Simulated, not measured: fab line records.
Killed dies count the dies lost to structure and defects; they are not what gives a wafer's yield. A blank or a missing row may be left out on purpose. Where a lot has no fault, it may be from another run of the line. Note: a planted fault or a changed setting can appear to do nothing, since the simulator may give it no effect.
Matching of chambers | flow nandHarc | 4 sister chambers for NHARC_A_STAIRCASE_CMP_450 on cmp-03
The step polishes SiO2, target thk 200 nm. 8 wafers are shown with their chamber, then 10 later ones without.

## WAFERS, EACH WITH ITS CHAMBER
wafer  | chamber | motorCurrentA (A) | edgeZonePressureFrac
L079.4 | 3       | 12.7              | 1.000
L077.5 | 2       | 12.2              | 1.001
L077.6 | 1       | 12.1              | 1.001
L085.4 | 0       | 10.8              | 0.998
L085.5 | 0       | 10.7              | 0.998
L085.6 | 1       | 11.4              | 1.001
L089.3 | 3       | 12.5              | 0.998
L089.4 | 2       | 12.6              | 1.012

## WAFERS WHOSE CHAMBER IS MISSING
wafer  | motorCurrentA (A) | edgeZonePressureFrac
L089.5 | 12.2              | 1.001
L091.1 | 10.8              | 1.000
L091.4 | 12.5              | 0.999
L091.6 | 12.0              | 1.000
L094.4 | 10.5              | 0.997
L094.5 | 10.2              | 1.002
L094.6 | 11.3              | 0.997
L096.1 | 10.9              | 0.994
L096.4 | 12.4              | 0.996
L096.5 | 12.0              | 0.998

## WHICH CHAMBER EACH WENT THROUGH
wafer  | from the rows above          | in truth
L089.5 | can't be placed: 3 or 1 or 2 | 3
L091.1 | 0                            | 0
L091.4 | can't be placed: 3 or 2      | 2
L091.6 | can't be placed: 1 or 3 or 2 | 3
L094.4 | 0                            | 0
L094.5 | 0                            | 0
L094.6 | can't be placed: 1 or 0      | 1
L096.1 | 0                            | 0
L096.4 | can't be placed: 3 or 1 or 2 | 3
L096.5 | can't be placed: 1 or 3 or 2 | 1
4 of 10 placed correctly. From these rows, 6 cannot be placed; in 6 the true chamber is one of the candidates. Number placed wrongly: 0.
How it was worked out, from the rows above alone: a wafer's distance from a chamber is the root of the sum, over the readings, of the square of ((its reading less the chamber's mean) divided by the reading's scatter). If the next closest chamber is less than 2 further off than the closest, the wafer can't be placed; otherwise it belongs to the closest. Each chamber's mean is taken over the wafers shown for it. How the scatter is found: for the shown wafers, subtract from each reading the mean of its chamber, square and add these, divide the total by (wafers less chambers), then take the root.
